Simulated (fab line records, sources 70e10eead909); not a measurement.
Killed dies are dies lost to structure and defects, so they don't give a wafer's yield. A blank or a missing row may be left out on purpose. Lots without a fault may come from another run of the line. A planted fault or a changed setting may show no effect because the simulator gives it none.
Chamber matching | flow nand_harc | NHARC_A_STAIRCASE_ALD_415 on ald_hk-03: 4 sister chambers
The step deposits SiO2, target thk 30 nm, pulse time 6 s, ald cycles 300. 4 wafers are shown with their chamber, then 8 later ones without.

WAFERS WITH THEIR CHAMBER
wafer  | chamber | heater_power_w (W)
L127.6 | 0       | 473
L128.1 | 1       | 455
L128.4 | 3       | 464
L129.1 | 2       | 392

WAFERS WITHOUT THEIR CHAMBER
wafer  | heater_power_w (W)
L129.3 | 448
L129.5 | 465
L131.1 | 491
L131.2 | 448
L131.6 | 444
L139.2 | 382
L139.4 | 466
L139.5 | 375

WHICH CHAMBER EACH WENT THROUGH
wafer  | from the rows above          | in truth
L129.3 | can't be placed: 1 or 3 or 0 | 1
L129.5 | can't be placed: 3 or 0 or 1 | 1
L131.1 | can't be placed: 0 or 3 or 1 | 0
L131.2 | can't be placed: 1 or 3 or 0 | 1
L131.6 | can't be placed: 1 or 3 or 0 | 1
L139.2 | 2                            | 2
L139.4 | can't be placed: 3 or 0 or 1 | 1
L139.5 | 2                            | 2
Placed correctly: 2 of 8. Can't be placed from these rows: 6 (the true chamber is among the candidates in 6). Placed wrongly: 0.
How it was worked out, from the rows above alone: a wafer's distance from a chamber is the root of the sum, over the readings, of the square of ((its reading less the chamber's mean) divided by the reading's scatter). The wafer belongs to the nearest chamber; if the next one is less than 2 further off, it can't be placed. A chamber's mean is the mean of its shown wafers. The scatter: with one shown wafer a chamber, the root of the mean of the squares of how far each hidden wafer lies from its nearest shown one.
